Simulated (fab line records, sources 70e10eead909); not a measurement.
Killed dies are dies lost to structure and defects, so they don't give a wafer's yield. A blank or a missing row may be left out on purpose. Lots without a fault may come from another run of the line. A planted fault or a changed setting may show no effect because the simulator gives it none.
Chamber matching | flow nand_harc | NHARC_P_CONTACT_DESCUM_17 on rie_diel-06: 4 sister chambers
The step chemistry O2, time 3 s. 16 wafers are shown with their chamber, then 8 later ones without.

WAFERS WITH THEIR CHAMBER
wafer  | chamber | drypump_motor_current_A (A) | oes_product_au (a.u.) | rf_vpp_V (V)
L520.3 | 1       | 5.6                         | 1.000                 | 58.0
L520.4 | 2       | 6.5                         | 0.999                 | 56.2
L520.6 | 1       | 5.6                         | 0.996                 | 57.7
L522.1 | 3       | 5.2                         | 0.997                 | 58.9
L522.2 | 0       | 5.0                         | 1.015                 | 57.4
L522.5 | 0       | 5.0                         | 1.013                 | 58.6
L523.2 | 2       | 6.5                         | 1.008                 | 59.0
L523.3 | 3       | 5.2                         | 0.997                 | 57.5
L523.4 | 0       | 5.0                         | 1.017                 | 57.5
L535.2 | 1       | 5.7                         | 0.983                 | 58.4
L535.3 | 2       | 6.5                         | 1.007                 | 56.6
L535.6 | 1       | 5.7                         | 0.973                 | 57.9
L532.1 | 3       | 5.2                         | 1.002                 | 59.4
L532.3 | 2       | 6.5                         | 1.024                 | 57.1
L532.5 | 1       | 5.7                         | 0.987                 | 58.9
L536.1 | 3       | 5.2                         | 0.999                 | 58.4

SIGNATURES (means of the wafers above)
reading                 | chamber 0 | chamber 1 | chamber 2 | chamber 3 | scatter within a chamber
drypump_motor_current_A | 5.000     | 5.660     | 6.500     | 5.200     | 0.0316
oes_product_au          | 1.01500   | 0.98780   | 1.00950   | 0.99875   | 0.00823
rf_vpp_V                | 57.833    | 58.180    | 57.225    | 58.550    | 0.835
Rule: a wafer's distance from a chamber is the root of the sum, over the readings, of the square of ((its reading less the chamber's mean) divided by the reading's scatter). The wafer belongs to the nearest chamber; if the next one is less than 2 further off, it can't be placed. The scatter: the root of (the sum of the squares of (reading less its chamber's mean) over the shown wafers, divided by (wafers less chambers)).

WAFERS WITHOUT THEIR CHAMBER
wafer  | drypump_motor_current_A (A) | oes_product_au (a.u.) | rf_vpp_V (V)
L536.2 | 5.0                         | 1.014                 | 57.7
L536.6 | 5.2                         | 1.003                 | 55.3
L538.4 | 6.5                         | 1.019                 | 57.6
L538.5 | 5.0                         | 1.019                 | 56.5
L538.6 | 5.2                         | 1.017                 | 58.4
L541.2 | 5.2                         | 0.999                 | 60.5
L541.4 | 5.7                         | 0.984                 | 58.8
L541.6 | 5.0                         | 1.016                 | 57.3

WHICH CHAMBER EACH WENT THROUGH
wafer  | from the rows above | in truth
L536.2 | 0                   | 0
L536.6 | 3                   | 3
L538.4 | 2                   | 2
L538.5 | 0                   | 0
L538.6 | 3                   | 3
L541.2 | 3                   | 3
L541.4 | 1                   | 1
L541.6 | 0                   | 0
Placed correctly: 8 of 8. Can't be placed from these rows: 0. Placed wrongly: 0.
